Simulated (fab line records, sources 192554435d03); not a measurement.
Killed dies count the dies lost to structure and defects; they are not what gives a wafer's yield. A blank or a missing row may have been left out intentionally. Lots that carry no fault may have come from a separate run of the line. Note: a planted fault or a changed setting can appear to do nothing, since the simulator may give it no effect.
Split-lot study ; flow n5 finfet ; route with 1938 steps; 7 lots, 39 wafers read

## THE SPLIT
At N5_SD_EPI_N_EPI_21 (deposits Si:P, time 690 s), the setting time s was moved away from the recipe's 690 s on 15 of the 39 wafers read, by -15.7% to +19.5%. All remaining wafers had this setting at the recipe value.

## FROM THE SPLIT TO THE READING: what the file shows between them, 5 steps
- N5_SD_EPI_N_EPI_MEAS_23
- N5_SD_EPI_N_PRECLEAN_24: cleans in O3/DIW, time 60 s
- N5_SD_EPI_N_SRD_25: time 30 s
- N5_SD_ACTIVATION_RTA_00: time 0 s
- N5_SD_ACTIVATION_LSA_01: time 0.0008 s

## THE READING
RS_SD_N in ohm/sq, measured at N5_SD_ACTIVATION_RS_MEAS_03 by four-point-probe. Fault-free wafers of this fab line usually give 21.95 ohm/sq, standard deviation 0.27 ohm/sq.

wafer;tool, chamber at the split;time s as run, s;against the recipe;RS_SD_N, ohm/sq;against lot-mates on the recipe
L074.1;epi rpcvd-02, 0;690;recipe;21.65;-
L074.2;epi rpcvd-02, 0;690;recipe;22.14;-
L074.3;epi rpcvd-02, 0;690;recipe;21.87;-
L074.4;epi rpcvd-02, 0;824.4;+19.5%;19.46;-2.43
L074.5;epi rpcvd-02, 0;824.4;+19.5%;19.34;-2.55
L074.6;epi rpcvd-02, 0;824.4;+19.5%;19.19;-2.70
L079.1;epi rpcvd-02, 0;690;recipe;21.21;-
L079.2;epi rpcvd-02, 0;690;recipe;21.55;-
L079.3;epi rpcvd-02, 0;690;recipe;21.28;-
L079.4;epi rpcvd-02, 0;690;recipe;21.21;-
L079.5;epi rpcvd-02, 0;690;recipe;21.26;-
L079.6;epi rpcvd-02, 0;690;recipe;21.15;-
L081.1;epi rpcvd-02, 0;690;recipe;21.83;-
L081.2;epi rpcvd-02, 0;817.7;+18.5%;19.65;-2.39
L081.3;epi rpcvd-02, 0;817.7;+18.5%;19.41;-2.63
L081.4;epi rpcvd-02, 0;690;recipe;22.22;-
L081.5;epi rpcvd-02, 0;690;recipe;22.06;-
L081.6;epi rpcvd-02, 0;817.7;+18.5%;19.63;-2.41
L082.1;epi rpcvd-02, 0;690;recipe;21.86;-
L082.2;epi rpcvd-02, 0;690;recipe;21.88;-
L082.5;epi rpcvd-02, 0;690;recipe;22.10;-
L085.1;epi rpcvd-03, 0;690;recipe;22.36;-
L085.2;epi rpcvd-03, 0;592.2;-14.2%;24.41;+2.26
L085.3;epi rpcvd-03, 0;690;recipe;22.17;-
L085.4;epi rpcvd-03, 0;690;recipe;21.93;-
L085.5;epi rpcvd-03, 0;592.2;-14.2%;24.25;+2.10
L085.6;epi rpcvd-03, 0;592.2;-14.2%;24.73;+2.58
L093.1;epi rpcvd-01, 0;773.8;+12.1%;19.97;-1.99
L093.2;epi rpcvd-01, 0;690;recipe;22.09;-
L093.3;epi rpcvd-01, 0;690;recipe;22.18;-
L093.4;epi rpcvd-01, 0;690;recipe;21.62;-
L093.5;epi rpcvd-01, 0;773.8;+12.1%;20.51;-1.45
L093.6;epi rpcvd-01, 0;773.8;+12.1%;19.96;-2.00
L095.1;epi rpcvd-03, 0;581.8;-15.7%;24.68;+2.56
L095.2;epi rpcvd-03, 0;690;recipe;22.60;-
L095.3;epi rpcvd-03, 0;581.8;-15.7%;24.65;+2.53
L095.4;epi rpcvd-03, 0;690;recipe;21.68;-
L095.5;epi rpcvd-03, 0;581.8;-15.7%;24.55;+2.43
L095.6;epi rpcvd-03, 0;690;recipe;22.07;-

THE FIT
A straight line over all 39 wafers: RS_SD_N changes by -0.148 ohm/sq for each +1% of time s; r = -0.97; the points scatter about the line by 0.4 ohm/sq.
The same after taking each lot's own level away (the mean of its wafers on the recipe; 39 wafers): -0.145 ohm/sq for each +1%; r = -0.99; scatter 0.23 ohm/sq.
On that fit, the largest move of time s shifts the reading by 2.8 ohm/sq.
From 21.277 to 22.153 ohm/sq: that is the span of the lots' own levels, equal to 3.2 times the standard deviation above.
Hence the lot-to-lot level has little effect on the slope; both slopes agree.
Check: with one of the wafers moved furthest among these (+19.5%) left out of the fit, the line predicts -2.8 ohm/sq for it against its lot-mates. Against them it came out at -2.43 ohm/sq.

## THE OTHER SPLITS THESE WAFERS WENT THROUGH
Other splits were also applied to these wafers ahead of the reading. Each is held against what the fit with the lots' levels taken away leaves over:
other split on the same wafers;wafers away from the commonest value;r with RS_SD_N (lot level and that fit taken away)
N5_WELL_APT_EPI_41 time s;12;-0.13
N5_FIN_SAQP_ETCH_65 time s;18;+0.18
N5_DUMMY_GATE_ETCH_31 target depth a;12;-0.12

## THE WHOLE CHAIN: every reading that the file lists as answering this split, in the file's order
step;what it does;reading;change (the file's fit);r (the file's)
N5_SD_EPI_N_EPI_21;deposits Si:P, time 690 s;Si-P_of_SD_EPI_N_EPI_21.thk nm (the simulator's own value, which no gauge read);+0.404 nm for each +1% of the setting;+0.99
N5_SD_EPI_N_EPI_MEAS_23;;thk nm;withheld for each +1% of the setting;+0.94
N5_SD_ACTIVATION_RS_MEAS_03;measures by four-point-probe;RS_SD_N;-0.144 for each +1% of the setting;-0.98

## FILE'S OWN FIT
RS_SD_N changes by -0.144 ohm/sq for each +1% of time s, r = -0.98.
